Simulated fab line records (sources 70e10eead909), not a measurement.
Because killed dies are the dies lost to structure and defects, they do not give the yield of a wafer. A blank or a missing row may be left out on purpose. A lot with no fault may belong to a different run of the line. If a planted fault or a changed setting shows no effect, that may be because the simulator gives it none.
Matching of chambers	flow nand_harc	rie_diel-04 running NHARC_THIN_TSV_ETCHBACK_48: 4 sister chambers
The step etches the open film in C4F8/Ar, target depth 1028.5 nm, time 405.17 s. 14 wafers are shown with their chamber, then 7 later ones without.

EACH WAFER AND ITS CHAMBER
wafer	chamber	rf_vpp_V (V)	oes_product_au (a.u.)	rf_fwd_power_W (W)
L546.1	2	552	0.932	601.0
L546.2	1	546	0.917	594.6
L546.4	3	541	0.945	598.9
L552.2	3	541	0.937	599.0
L552.3	0	547	0.906	599.0
L552.6	1	546	0.912	602.0
L556.1	1	546	0.978	598.3
L556.4	0	545	0.950	596.7
L556.5	2	551	0.968	598.9
L557.1	3	541	0.934	599.5
L557.5	0	547	0.935	600.4
L557.6	3	541	0.938	600.6
L559.3	0	546	0.917	601.1
L559.4	3	541	0.931	596.2

SIGNATURES, as means of the wafers listed above
reading	chamber 0	chamber 1	chamber 2	chamber 3	scatter within a chamber
rf_vpp_V	546.25	546.00	551.50	541.00	0.57
oes_product_au	0.92700	0.93567	0.95000	0.93700	0.0214
rf_fwd_power_W	599.300	598.300	599.950	598.840	2.27
Rule: a wafer's distance from a chamber is the root of the sum, over the readings, of the square of ((its reading less the chamber's mean) divided by the reading's scatter). If the next closest chamber is less than 2 further off than the closest, the wafer can't be placed; otherwise it belongs to the closest. The scatter: take each reading less its chamber's mean, square it, sum over the shown wafers, divide by the number of wafers less the number of chambers, and take the root.

WAFERS WHOSE CHAMBER IS MISSING
wafer	rf_vpp_V (V)	oes_product_au (a.u.)	rf_fwd_power_W (W)
L559.5	547	0.922	599.6
L560.1	547	0.924	599.6
L560.3	552	0.925	599.7
L560.5	547	0.920	600.6
L561.2	547	0.928	597.6
L561.4	551	0.922	601.0
L561.6	546	0.944	598.7

WHICH CHAMBER EACH WENT THROUGH
wafer	from the rows above	in truth
L559.5	can't be placed: 0 or 1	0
L560.1	can't be placed: 0 or 1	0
L560.3	2	2
L560.5	can't be placed: 0 or 1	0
L561.2	can't be placed: 0 or 1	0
L561.4	2	2
L561.6	can't be placed: 1 or 0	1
2 of 7 placed correctly. These rows do not allow placing 5 (true chamber among the candidates in 5). Number placed wrongly: 0.
